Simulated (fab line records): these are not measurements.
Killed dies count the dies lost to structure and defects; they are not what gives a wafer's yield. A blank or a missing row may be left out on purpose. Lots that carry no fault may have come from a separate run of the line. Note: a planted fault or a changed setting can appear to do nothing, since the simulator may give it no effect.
Matching of chambers -- flow n5 finfet -- rie diel-01 running N5_BEOL_M10_ETCH_62: 4 sister chambers
The step etches SOC in N2/H2, target depth 110 nm, overetch 22 nm, time 165 s. 8 wafers are shown with their chamber, then 7 later ones without.

WAFERS WITH THEIR CHAMBER
wafer,chamber,oes product au (a.u.),throttle valve pct (%)
L078.5,1,0.69,17.78
L080.1,0,0.66,17.83
L082.1,1,0.69,17.79
L082.2,0,0.66,17.82
L084.1,3,0.58,17.89
L084.6,2,0.60,18.02
L085.2,3,0.59,17.88
L085.3,2,0.61,18.00

WAFERS WITHOUT THEIR CHAMBER
wafer,oes product au (a.u.),throttle valve pct (%)
L085.6,0.60,18.01
L086.1,0.59,18.00
L086.3,0.65,17.85
L086.6,0.59,18.01
L092.3,0.59,18.03
L092.4,0.64,17.87
L092.6,0.67,17.82

EACH ONE'S CHAMBER
wafer,from the rows above,in truth
L085.6,2,2
L086.1,2,2
L086.3,0,0
L086.6,2,2
L092.3,2,2
L092.4,0,0
L092.6,0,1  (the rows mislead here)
Correct placement for 6 of the 7. Can't be placed from these rows: 0. Wrongly placed: 1.
How it was worked out, from the rows above alone: a wafer's distance from a chamber is the root of the sum, over the readings, of the square of ((its reading less the chamber's mean) divided by the reading's scatter). If the next closest chamber is less than 2 further off than the closest, the wafer can't be placed; otherwise it belongs to the closest. The mean given for a chamber averages the wafers shown for that chamber. How the scatter is found: for the shown wafers, subtract from each reading the mean of its chamber, square and add these, divide the total by (wafers less chambers), then take the root.
